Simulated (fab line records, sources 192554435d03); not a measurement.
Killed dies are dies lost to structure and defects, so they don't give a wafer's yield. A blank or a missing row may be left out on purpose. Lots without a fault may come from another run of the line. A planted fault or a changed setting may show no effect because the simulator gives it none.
Problem report in the 8D (eight disciplines) form, filled by code | flow n5_finfet | the parts of the form that need people (team, actions taken, sign-off) are left out

1. THE PROBLEM
spin_speed_rpm at N5_BEOL_M13_COAT_22 reads a mean of 3122.4 rpm on 6 wafers of 2 lots; wafers without a fault read 2887.8 rpm with a standard deviation of 1.7. That is +99 or more standard deviations from the usual mean.
The step: resist thk 300 nm.
First seen on wafer L794.3, day 14 12:37, on litho_track-04. The record holds 36 wafers of 12 lots with a number at this step. Rule for "out", or "out of limits": more than 4 standard deviations from the usual mean. The other wafers with a number count as sound.

2. WHAT IT IS AND WHAT IT IS NOT
question                    | is                     | is not
which readings at this step | spin_speed_rpm         | -
which lots                  | L794, L798             | L783, L784, L786, L788, L789, L790, L801, L802, L804, L805
which wafers of those lots  | all that have a number | -
read on which tools         | litho_track-04         | litho_track-01, litho_track-05
when                        | from day 14 12:37      | up to then (18 sound wafers); but 12 sound wafers of L801, L802, L804, L805 came after

3. SUSPECTS, AND WHAT RULES EACH OUT
Counting: a tool at a process step up to the reading stays a suspect if it ran every lot that is out and no sound lot after the first of them.
- pecvd-04 at N5_BEOL_M12_DEP_53 (deposits SiCN from 3MS/NH3, target thk 30 nm, time 10.5 s): ruled out as a lasting fault. Sound lots L802 ran on it after its first lot that is out, L794 (day 14 11:14).
- litho_track-04 at N5_BEOL_M13_COAT_22 (resist thk 300 nm): kept. It ran every lot that is out, first L794 (day 14 12:37), and no sound lot after that; its last sound lot up to then is L788 (day 13 04:36). Its own readings are out on those wafers: spin_speed_rpm.
Left after counting: litho_track-04 at N5_BEOL_M13_COAT_22.

4. THE CAUSE (what the simulator had put in)
Process parameter drift: litho_track-04, from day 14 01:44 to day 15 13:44, at N5_BEOL_M13_COAT_22. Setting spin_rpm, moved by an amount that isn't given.
Counting left only this tool.

5. THE CHAIN OF EFFECTS, in route order
Each row: a reading whose mean over the struck wafers that have a number lies more than 3 standard deviations from the usual. Only readings for which the record gives a usual standard deviation are gone through. hours: the time from each lot's start at the first step in this table that gives one to its start at this step, as a median over the lots. sigmas: the change in usual standard deviations.
hours | step                | reading        | usual      | on struck wafers | change | sigmas
0     | N5_BEOL_M13_COAT_22 | spin_speed_rpm | 2887.8 rpm | 3122.4           | +234.6 | +99 or more
The process steps in it:
- N5_BEOL_M13_COAT_22: resist thk 300 nm.

6. WHAT WOULD HAVE CAUGHT IT SOONER
In this record the first reading out of limits was taken at day 14 12:37, 11 hours after the fault began at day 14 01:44.
